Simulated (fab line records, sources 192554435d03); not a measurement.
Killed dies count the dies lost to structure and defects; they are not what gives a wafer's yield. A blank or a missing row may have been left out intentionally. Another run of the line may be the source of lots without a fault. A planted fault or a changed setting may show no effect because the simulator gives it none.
Chamber matching -- flow n5-finfet -- N5_BEOL_M11_CURE_72 on uv-cure-01: 3 sister chambers
The step cures SiCOH lowk, time 120 s. 6 wafers are shown with their chamber, then 12 later ones without.

== WAFERS, EACH WITH ITS CHAMBER ==
wafer,chamber,wafer_temp_C_max,lamp-power-pct (%)
L087.3,1,371.7,52.28
L087.5,1,371.9,52.23
L088.3,2,372.3,52.34
L088.5,2,371.4,52.31
L089.2,0,371.2,52.32
L089.5,0,370.7,52.27

== WAFERS WITH NO CHAMBER GIVEN ==
wafer,wafer_temp_C_max,lamp-power-pct (%)
L091.2,372.2,52.28
L091.4,372.4,52.30
L091.5,373.1,52.30
L095.3,371.9,52.36
L095.4,371.6,52.32
L095.5,371.6,52.28
L094.2,370.8,52.20
L094.3,371.0,52.21
L094.5,371.6,52.28
L096.3,371.3,52.23
L096.4,371.6,52.31
L096.5,371.4,52.39

== CHAMBER TAKEN BY EACH ==
wafer,from the rows above,in truth
L091.2,can't be placed: 1 or 2 or 0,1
L091.4,can't be placed: 2 or 1 or 0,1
L091.5,can't be placed: 2 or 1 or 0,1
L095.3,can't be placed: 2 or 0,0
L095.4,can't be placed: 2 or 0 or 1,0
L095.5,can't be placed: 1 or 2 or 0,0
L094.2,can't be placed: 1 or 0 or 2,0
L094.3,can't be placed: 1 or 0 or 2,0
L094.5,can't be placed: 1 or 2 or 0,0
L096.3,can't be placed: 1 or 0 or 2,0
L096.4,can't be placed: 2 or 0 or 1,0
L096.5,can't be placed: 2 or 0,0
0 of 12 placed correctly. Unplaceable from these rows: 12, with the true chamber sitting among the candidates in 12. Number placed wrongly: 0.
How it was worked out, from the rows above alone: a wafer's distance from a chamber is the root of the sum, over the readings, of the square of ((its reading less the chamber's mean) divided by the reading's scatter). If the next closest chamber is less than 2 further off than the closest, the wafer can't be placed; otherwise it belongs to the closest. A chamber's mean is the mean of its shown wafers. The scatter is the square root of a quotient: the sum, over the shown wafers, of each reading's squared deviation from its chamber's mean, divided by wafers minus chambers.
